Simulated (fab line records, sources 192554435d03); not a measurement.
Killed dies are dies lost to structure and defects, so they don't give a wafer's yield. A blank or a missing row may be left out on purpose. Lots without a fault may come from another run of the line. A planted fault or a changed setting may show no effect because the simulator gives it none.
Which tool did it? | flow n5_finfet | 24 lots, 72 wafers sampled, at 6 steps of a route of 1938

WHAT THE GAUGES READ, wafer by wafer
The record holds no reading of a measuring or inspecting step that can be judged against a usual standard deviation.

WHICH TOOL RAN EACH LOT (tool, then ch and the chambers of the sampled wafers, then the start)
lot  | N5_BEOL_M2_SPUTTER_90        | N5_BEOL_M2_ANNEAL_95         | N5_BEOL_M2_SPUTTER_96        | N5_BEOL_M2_CO_CAP_55             | N5_BEOL_M3_ETCH_70                 | N5_BEOL_M3_TRENCH_ETCH_37
L074 | pvd_sputter-03, day 8 03:20  | pvd_sputter-03, day 8 03:52  | pvd_sputter-03, day 8 04:00  | cvd_co-01 ch 0,1,2, day 8 04:52  | rie_diel-06 ch 0,2,3, day 8 18:08  | rie_diel-06 ch 0,2,3, no start
L075 | pvd_sputter-03, day 8 13:10  | pvd_sputter-03, day 8 13:41  | pvd_sputter-03, day 8 13:49  | cvd_co-01 ch 0,1, day 8 14:43    | rie_diel-06 ch 0,1,3, day 8 22:25  | rie_diel-06 ch 0,1,3, no start
L076 | pvd_sputter-02, day 8 22:36  | pvd_sputter-02, day 8 23:07  | pvd_sputter-02, day 8 23:16  | cvd_co-02 ch 0,1, day 9 00:16    | rie_diel-03 ch 0,2,3, day 9 15:14  | rie_diel-03 ch 0,2,3, no start
L077 | pvd_sputter-02, day 9 04:52  | pvd_sputter-02, day 9 05:23  | pvd_sputter-02, day 9 05:31  | cvd_co-01 ch 0,1, day 9 06:26    | rie_diel-03 ch 0,1, day 9 20:34    | rie_diel-03 ch 0,1, no start
L078 | pvd_sputter-02, day 9 13:22  | pvd_sputter-02, day 9 13:53  | pvd_sputter-02, day 9 14:02  | cvd_co-01 ch 0,1,2, day 9 14:53  | rie_diel-06 ch 2,3, day 10 14:23   | rie_diel-06 ch 2,3, no start
L079 | pvd_sputter-02, day 9 21:56  | pvd_sputter-02, day 9 22:28  | pvd_sputter-02, day 9 22:36  | cvd_co-02 ch 0,1,2, day 9 23:28  | rie_diel-03 ch 0,1,3, day 10 10:06 | rie_diel-03 ch 0,1,3, no start
L080 | pvd_sputter-01, day 9 22:59  | pvd_sputter-01, day 9 23:31  | pvd_sputter-01, day 9 23:39  | cvd_co-01 ch 1,2, day 10 00:32   | rie_diel-02 ch 0,3, day 10 07:02   | rie_diel-02 ch 0,3, no start
L081 | pvd_sputter-01, day 10 02:34 | pvd_sputter-01, day 10 03:05 | pvd_sputter-01, day 10 03:13 | cvd_co-01 ch 0,1, day 10 04:23   | rie_diel-02 ch 1,3, day 10 08:17   | rie_diel-02 ch 1,3, no start
L083 | pvd_sputter-02, day 10 03:37 | pvd_sputter-02, day 10 04:08 | pvd_sputter-02, day 10 04:16 | cvd_co-02 ch 0,1,2, day 10 06:00 | rie_diel-06 ch 0,1,2, day 10 19:40 | rie_diel-06 ch 0,1,2, no start
L082 | pvd_sputter-03, day 10 09:38 | pvd_sputter-03, day 10 10:10 | pvd_sputter-03, day 10 10:18 | cvd_co-02 ch 1,2, day 10 11:10   | rie_diel-02 ch 1,3, day 11 05:37   | rie_diel-02 ch 1,3, no start
L084 | pvd_sputter-01, day 10 17:28 | pvd_sputter-01, day 10 17:59 | pvd_sputter-01, day 10 18:08 | cvd_co-01 ch 0,1, day 10 19:00   | rie_diel-06 ch 1,2,3, day 11 10:04 | rie_diel-06 ch 1,2,3, no start
L085 | pvd_sputter-03, day 10 22:06 | pvd_sputter-03, day 10 22:37 | pvd_sputter-03, day 10 22:46 | cvd_co-02 ch 0,1,2, day 10 23:37 | rie_diel-03 ch 1,2,3, day 11 10:16 | rie_diel-03 ch 1,2,3, no start
L086 | pvd_sputter-02, day 10 22:13 | pvd_sputter-02, day 10 22:44 | pvd_sputter-02, day 10 22:53 | cvd_co-02 ch 0,1, day 10 23:53   | rie_diel-02 ch 1,3, day 11 14:14   | rie_diel-02 ch 1,3, no start
L088 | pvd_sputter-02, day 11 07:43 | pvd_sputter-02, day 11 08:14 | pvd_sputter-02, day 11 08:23 | cvd_co-01 ch 0,1,2, day 11 09:15 | rie_diel-06 ch 0,1,2, day 11 18:06 | rie_diel-06 ch 0,1,2, no start
L089 | pvd_sputter-01, day 11 07:50 | pvd_sputter-01, day 11 08:22 | pvd_sputter-01, day 11 08:30 | cvd_co-02 ch 1,2, day 11 09:22   | rie_diel-06 ch 0,1, day 11 21:31   | rie_diel-06 ch 0,1, no start
L087 | pvd_sputter-01, day 12 00:17 | pvd_sputter-01, day 12 00:49 | pvd_sputter-01, day 12 00:57 | cvd_co-02 ch 1,2, day 12 01:49   | rie_diel-06 ch 0,3, day 12 12:22   | rie_diel-06 ch 0,3, no start
L091 | pvd_sputter-03, day 12 14:40 | pvd_sputter-03, day 12 15:11 | pvd_sputter-03, day 12 15:20 | cvd_co-01 ch 0,1, day 12 16:12   | rie_diel-02 ch 0,2,3, day 12 19:05 | rie_diel-02 ch 0,2,3, no start
L090 | pvd_sputter-02, day 12 14:50 | pvd_sputter-02, day 12 15:22 | pvd_sputter-02, day 12 15:30 | cvd_co-02 ch 1,2, day 12 16:40   | rie_diel-03 ch 0,3, day 13 06:29   | rie_diel-03 ch 0,3, no start
L092 | pvd_sputter-01, day 13 02:23 | pvd_sputter-01, day 13 02:55 | pvd_sputter-01, day 13 03:03 | cvd_co-01 ch 0,1, day 13 03:55   | rie_diel-06 ch 0,1,3, day 13 16:40 | rie_diel-06 ch 0,1,3, no start
L093 | pvd_sputter-02, day 13 03:01 | pvd_sputter-02, day 13 03:32 | pvd_sputter-02, day 13 03:41 | cvd_co-02 ch 1,2, day 13 04:37   | rie_diel-03 ch 0,3, day 13 11:43   | rie_diel-03 ch 0,3, no start
L094 | pvd_sputter-01, day 14 01:29 | pvd_sputter-01, day 14 02:00 | pvd_sputter-01, day 14 02:08 | cvd_co-02 ch 0,2, day 14 03:03   | rie_diel-02 ch 0,2,3, day 14 10:10 | rie_diel-02 ch 0,2,3, no start
L097 | pvd_sputter-02, day 14 04:24 | pvd_sputter-02, day 14 04:55 | pvd_sputter-02, day 14 05:04 | cvd_co-02 ch 0,1, day 14 06:19   | rie_diel-02 ch 0,2,3, day 14 18:34 | rie_diel-02 ch 0,2,3, no start
L095 | pvd_sputter-01, day 14 04:41 | pvd_sputter-01, day 14 05:12 | pvd_sputter-01, day 14 05:20 | cvd_co-01 ch 0,1, day 14 06:31   | rie_diel-03 ch 0,1,3, day 15 01:02 | rie_diel-03 ch 0,1,3, no start
L096 | pvd_sputter-01, day 14 09:10 | pvd_sputter-01, day 14 09:41 | pvd_sputter-01, day 14 09:49 | cvd_co-01 ch 0,2, day 14 10:41   | rie_diel-03 ch 0,2,3, day 15 02:20 | rie_diel-03 ch 0,2,3, no start
- N5_BEOL_M2_SPUTTER_90: material Cu, target thk 4.5 nm, time 8.29 s.
- N5_BEOL_M2_ANNEAL_95: time 240 s.
- N5_BEOL_M2_SPUTTER_96: material Cu, target thk 4.5 nm, time 8.29 s.
- N5_BEOL_M2_CO_CAP_55: material Co, precursor CCTBA/H2, target thk 2 nm, time 102.1 s.
- N5_BEOL_M3_ETCH_70: etches SOC in N2/H2, target depth 80 nm, overetch 16 nm, time 120 s.
- N5_BEOL_M3_TRENCH_ETCH_37: etches SiOC in C4F6/O2, target depth 55.555 nm, time 29.2 s.

WHAT THE TOOLS THEMSELVES READ (means of the sampled wafers that have a number; where no wafer has one, the mark that the record gives instead)
N5_BEOL_M2_SPUTTER_90. Usual: chuck_sensor_temp_C -16.2 C, standard deviation 0.46; susceptor_temp_C -20.00 C, standard deviation 0.1; throttle_valve_pct 30.4 %, standard deviation 0.61.
lot  | tool           | chuck_sensor_temp_C (C) | susceptor_temp_C (C) | throttle_valve_pct (%) | flag
L074 | pvd_sputter-03 | -15.0                   | -20.06               | 29.9                   |
L075 | pvd_sputter-03 | -15.5                   | -19.97               | 30.2                   |
L076 | pvd_sputter-02 | -16.1                   | -20.00               | 30.4                   |
L077 | pvd_sputter-02 | -16.3                   | -20.01               | 30.5                   |
L078 | pvd_sputter-02 | -16.3                   | -19.93               | 30.4                   |
L079 | pvd_sputter-02 | -16.2                   | -19.98               | 30.2                   |
L080 | pvd_sputter-01 | -16.4                   | -19.89               | 30.3                   |
L081 | pvd_sputter-01 | -16.2                   | -19.88               | 30.3                   |
L083 | pvd_sputter-02 | -16.2                   | -20.08               | 30.5                   |
L082 | pvd_sputter-03 | -15.8                   | -20.05               | 30.5                   |
L084 | pvd_sputter-01 | -16.3                   | -20.00               | 30.7                   |
L085 | pvd_sputter-03 | -15.4                   | -19.95               | 29.9                   |
L086 | pvd_sputter-02 | -16.2                   | -20.08               | 30.2                   |
L088 | pvd_sputter-02 | -15.9                   | -19.97               | 30.5                   |
L089 | pvd_sputter-01 | -16.2                   | -19.92               | 30.3                   |
L087 | pvd_sputter-01 | -16.2                   | -20.09               | 30.6                   |
L091 | pvd_sputter-03 | -15.8                   | -19.94               | 30.5                   |
L090 | pvd_sputter-02 | -16.4                   | -20.24               | 30.3                   |
L092 | pvd_sputter-01 | -16.3                   | -20.00               | 30.2                   |
L093 | pvd_sputter-02 | -16.2                   | -20.01               | 30.2                   |
L094 | pvd_sputter-01 | -16.2                   | -20.06               | 30.4                   |
L097 | pvd_sputter-02 | -16.4                   | -19.95               | 30.3                   |
L095 | pvd_sputter-01 | -16.3                   | -19.93               | 30.3                   |
L096 | pvd_sputter-01 | -16.4                   | -19.99               | 30.7                   |

N5_BEOL_M2_ANNEAL_95. Usual: heater_power_w 835 W, standard deviation 84; susceptor_temp_C 400.04 C, standard deviation 0.21.
lot  | tool           | heater_power_w (W) | susceptor_temp_C (C) | flag
L074 | pvd_sputter-03 | 805                | 400.02               |
L075 | pvd_sputter-03 | 762                | 400.11               |
L076 | pvd_sputter-02 | 839                | 400.05               |
L077 | pvd_sputter-02 | 866                | 399.94               |
L078 | pvd_sputter-02 | 861                | 400.21               |
L079 | pvd_sputter-02 | 858                | 400.03               |
L080 | pvd_sputter-01 | 845                | 400.13               |
L081 | pvd_sputter-01 | 816                | 400.03               |
L083 | pvd_sputter-02 | 860                | 400.09               |
L082 | pvd_sputter-03 | 782                | 400.04               |
L084 | pvd_sputter-01 | 826                | 399.83               |
L085 | pvd_sputter-03 | 780                | 399.83               |
L086 | pvd_sputter-02 | 858                | 399.91               |
L088 | pvd_sputter-02 | 783                | 400.17               |
L089 | pvd_sputter-01 | 802                | 400.12               |
L087 | pvd_sputter-01 | 811                | 400.09               |
L091 | pvd_sputter-03 | 761                | 400.22               |
L090 | pvd_sputter-02 | 924                | 399.95               |
L092 | pvd_sputter-01 | 827                | 400.09               |
L093 | pvd_sputter-02 | 837                | 400.10               |
L094 | pvd_sputter-01 | 827                | 400.04               |
L097 | pvd_sputter-02 | 919                | 399.97               |
L095 | pvd_sputter-01 | 819                | 400.04               |
L096 | pvd_sputter-01 | 834                | 400.10               |

N5_BEOL_M2_SPUTTER_96. Usual: chuck_sensor_temp_C -16.2 C, standard deviation 0.47; susceptor_temp_C -20.00 C, standard deviation 0.11; throttle_valve_pct 30.4 %, standard deviation 0.61.
lot  | tool           | chuck_sensor_temp_C (C) | susceptor_temp_C (C) | throttle_valve_pct (%) | flag
L074 | pvd_sputter-03 | -15.0                   | -20.01               | 29.9                   |
L075 | pvd_sputter-03 | -15.4                   | -19.99               | 30.1                   |
L076 | pvd_sputter-02 | -16.3                   | -19.99               | 30.5                   |
L077 | pvd_sputter-02 | -16.2                   | -20.11               | 30.4                   |
L078 | pvd_sputter-02 | -16.3                   | -20.09               | 30.4                   |
L079 | pvd_sputter-02 | -16.1                   | -20.01               | 30.1                   |
L080 | pvd_sputter-01 | -16.5                   | -20.04               | 30.4                   |
L081 | pvd_sputter-01 | -16.3                   | -20.06               | 30.5                   |
L083 | pvd_sputter-02 | -16.3                   | -20.12               | 30.3                   |
L082 | pvd_sputter-03 | -15.7                   | -20.01               | 30.4                   |
L084 | pvd_sputter-01 | -16.2                   | -19.98               | 30.7                   |
L085 | pvd_sputter-03 | -15.2                   | -20.03               | 29.9                   |
L086 | pvd_sputter-02 | -16.2                   | -19.88               | 30.2                   |
L088 | pvd_sputter-02 | -16.0                   | -20.04               | 30.6                   |
L089 | pvd_sputter-01 | -16.3                   | -20.06               | 30.5                   |
L087 | pvd_sputter-01 | -16.2                   | -20.04               | 30.4                   |
L091 | pvd_sputter-03 | -15.9                   | -19.90               | 30.6                   |
L090 | pvd_sputter-02 | -16.3                   | -19.90               | 30.1                   |
L092 | pvd_sputter-01 | -16.4                   | -19.92               | 30.2                   |
L093 | pvd_sputter-02 | -16.1                   | -19.98               | 30.3                   |
L094 | pvd_sputter-01 | -16.4                   | -20.01               | 30.6                   |
L097 | pvd_sputter-02 | -16.4                   | -20.08               | 30.2                   |
L095 | pvd_sputter-01 | -16.3                   | -20.10               | 30.2                   |
L096 | pvd_sputter-01 | -16.3                   | -20.08               | 30.6                   |

N5_BEOL_M2_CO_CAP_55. Usual: heater_power_outer_w 127 W, standard deviation 16; heater_power_w 252 W, standard deviation 28; susceptor_temp_C 200.03 C, standard deviation 0.15.
lot  | tool      | heater_power_outer_w (W) | heater_power_w (W) | susceptor_temp_C (C) | flag
L074 | cvd_co-01 | 117                      | 234                | 200.08               |
L075 | cvd_co-01 | 111                      | 225                | 200.10               |
L076 | cvd_co-02 | 137                      | 278                | 200.08               |
L077 | cvd_co-01 | 122                      | 240                | 199.93               |
L078 | cvd_co-01 | 119                      | 234                | 200.01               |
L079 | cvd_co-02 | 136                      | 267                | 200.00               |
L080 | cvd_co-01 | 123                      | 245                | 199.89               |
L081 | cvd_co-01 | 122                      | 239                | 200.12               |
L083 | cvd_co-02 | 137                      | 268                | 200.25               |
L082 | cvd_co-02 | 147                      | 291                | 200.06               |
L084 | cvd_co-01 | 112                      | 224                | 200.12               |
L085 | cvd_co-02 | 136                      | 268                | 200.12               |
L086 | cvd_co-02 | 131                      | 256                | 199.99               |
L088 | cvd_co-01 | 118                      | 232                | 199.93               |
L089 | cvd_co-02 | 146                      | 290                | 200.09               |
L087 | cvd_co-02 | 144                      | 291                | 200.00               |
L091 | cvd_co-01 | 125                      | 242                | 200.23               |
L090 | cvd_co-02 | 141                      | 278                | 200.05               |
L092 | cvd_co-01 | 114                      | 225                | 199.84               |
L093 | cvd_co-02 | 144                      | 290                | 200.15               |
L094 | cvd_co-02 | 135                      | 265                | 199.79               |
L097 | cvd_co-02 | 129                      | 259                | 199.96               |
L095 | cvd_co-01 | 112                      | 225                | 200.03               |
L096 | cvd_co-01 | 105                      | 221                | 200.04               |

N5_BEOL_M3_ETCH_70. Usual: drypump_motor_current_A 5.7 A, standard deviation 0.38; oes_product_au 0.61 a.u., standard deviation 0.062; rf_vpp_V 524.4 V, standard deviation 2.6; showerhead_plenum_p_Torr 2.56 Torr, standard deviation 0.1; throttle_valve_pct 17.69 %, standard deviation 0.27.
lot  | tool        | drypump_motor_current_A (A) | oes_product_au (a.u.) | rf_vpp_V (V) | showerhead_plenum_p_Torr (Torr) | throttle_valve_pct (%) | flag
L074 | rie_diel-06 | 5.6                         | 0.66                  | 524.3        | 2.54                            | 17.39                  |
L075 | rie_diel-06 | 5.7                         | 0.61                  | 524.7        | 2.54                            | 17.54                  |
L076 | rie_diel-03 | 5.8                         | 0.65                  | 526.8        | 2.66                            | 17.66                  |
L077 | rie_diel-03 | 6.1                         | 0.58                  | 525.1        | 2.57                            | 17.70                  |
L078 | rie_diel-06 | 5.3                         | 0.67                  | 524.0        | 2.51                            | 17.46                  |
L079 | rie_diel-03 | 5.7                         | 0.61                  | 526.0        | 2.62                            | 17.85                  |
L080 | rie_diel-02 | 5.8                         | 0.53                  | 523.1        | 2.57                            | 18.20                  |
L081 | rie_diel-02 | 5.7                         | 0.58                  | 525.7        | 2.58                            | 17.77                  |
L083 | rie_diel-06 | 5.7                         | 0.60                  | 525.8        | 2.58                            | 17.55                  |
L082 | rie_diel-02 | 5.7                         | 0.56                  | 525.2        | 2.57                            | 17.78                  |
L084 | rie_diel-06 | 5.4                         | 0.62                  | 524.1        | 2.55                            | 17.61                  |
L085 | rie_diel-03 | 5.7                         | 0.62                  | 526.8        | 2.67                            | 17.99                  |
L086 | rie_diel-02 | 5.6                         | 0.57                  | 522.4        | 2.52                            | 17.75                  |
L088 | rie_diel-06 | 5.7                         | 0.59                  | 525.7        | 2.57                            | 17.57                  |
L089 | rie_diel-06 | 6.0                         | 0.57                  | 525.3        | 2.55                            | 17.53                  |
L087 | rie_diel-06 | 6.0                         | 0.61                  | 523.5        | 2.51                            | 17.41                  |
L091 | rie_diel-02 | 5.8                         | 0.62                  | 522.8        | 2.49                            | 17.84                  |
L090 | rie_diel-03 | 5.5                         | 0.64                  | 527.0        | 2.65                            | 17.72                  |
L092 | rie_diel-06 | 5.7                         | 0.66                  | 523.4        | 2.52                            | 17.40                  |
L093 | rie_diel-03 | 5.9                         | 0.61                  | 526.0        | 2.59                            | 17.59                  |
L094 | rie_diel-02 | 5.8                         | 0.61                  | 522.0        | 2.48                            | 17.86                  |
L097 | rie_diel-02 | 5.8                         | 0.61                  | 522.1        | 2.48                            | 17.88                  |
L095 | rie_diel-03 | 5.7                         | 0.65                  | 525.1        | 2.61                            | 17.75                  |
L096 | rie_diel-03 | 5.8                         | 0.62                  | 527.1        | 2.64                            | 17.74                  |

N5_BEOL_M3_TRENCH_ETCH_37. Usual: drypump_motor_current_A 5.7 A, standard deviation 0.38; oes_product_au 0.81 a.u., standard deviation 0.084; rf_vpp_V 661 V, standard deviation 14; showerhead_plenum_p_Torr 2.86 Torr, standard deviation 0.093; throttle_valve_pct 20.75 %, standard deviation 0.24.
lot  | tool        | drypump_motor_current_A (A) | oes_product_au (a.u.) | rf_vpp_V (V) | showerhead_plenum_p_Torr (Torr) | throttle_valve_pct (%) | flag
L074 | rie_diel-06 | 5.6                         | 0.86                  | 653          | 2.86                            | 20.63                  |
L075 | rie_diel-06 | 5.7                         | 0.79                  | 663          | 2.85                            | 20.73                  |
L076 | rie_diel-03 | 5.9                         | 0.87                  | 666          | 2.95                            | 20.56                  |
L077 | rie_diel-03 | 6.1                         | 0.79                  | 670          | 2.86                            | 20.67                  |
L078 | rie_diel-06 | 5.3                         | 0.87                  | 664          | 2.83                            | 20.72                  |
L079 | rie_diel-03 | 5.7                         | 0.81                  | 663          | 2.92                            | 20.84                  |
L080 | rie_diel-02 | 5.8                         | 0.68                  | 662          | 2.87                            | 21.10                  |
L081 | rie_diel-02 | 5.7                         | 0.75                  | 678          | 2.87                            | 20.72                  |
L083 | rie_diel-06 | 5.6                         | 0.78                  | 649          | 2.89                            | 20.68                  |
L082 | rie_diel-02 | 5.7                         | 0.74                  | 677          | 2.87                            | 20.73                  |
L084 | rie_diel-06 | 5.4                         | 0.80                  | 658          | 2.87                            | 20.76                  |
L085 | rie_diel-03 | 5.7                         | 0.81                  | 659          | 2.96                            | 20.90                  |
L086 | rie_diel-02 | 5.5                         | 0.75                  | 674          | 2.81                            | 20.74                  |
L088 | rie_diel-06 | 5.7                         | 0.76                  | 648          | 2.88                            | 20.69                  |
L089 | rie_diel-06 | 6.0                         | 0.75                  | 652          | 2.86                            | 20.69                  |
L087 | rie_diel-06 | 5.9                         | 0.80                  | 658          | 2.82                            | 20.66                  |
L091 | rie_diel-02 | 5.7                         | 0.82                  | 661          | 2.79                            | 20.92                  |
L090 | rie_diel-03 | 5.5                         | 0.84                  | 662          | 2.95                            | 20.72                  |
L092 | rie_diel-06 | 5.7                         | 0.87                  | 661          | 2.83                            | 20.60                  |
L093 | rie_diel-03 | 5.8                         | 0.82                  | 671          | 2.89                            | 20.56                  |
L094 | rie_diel-02 | 5.8                         | 0.80                  | 662          | 2.79                            | 20.94                  |
L097 | rie_diel-02 | 5.8                         | 0.80                  | 662          | 2.79                            | 20.94                  |
L095 | rie_diel-03 | 5.7                         | 0.88                  | 662          | 2.91                            | 20.75                  |
L096 | rie_diel-03 | 5.8                         | 0.82                  | 667          | 2.93                            | 20.63                  |

THE ANSWER, worked out from the rows above alone
Rule: a lot is off if the mean of its wafers that have a number lies more than 3 standard deviations from the usual mean. A lot without any number at a reading at which 4 lots or more have one is off too. The other lots that the step has rows for count as sound. The gauges are gone through in route order, then the tools' own readings, and for those a lot's mean is taken as printed above. The first step at which some lot is off is used, and at that step the reading that is off furthest; a lot without a number counts as furthest.
No lot is off at any reading shown: from this, nothing can be told.

WHAT THE SIMULATOR HAD PUT IN
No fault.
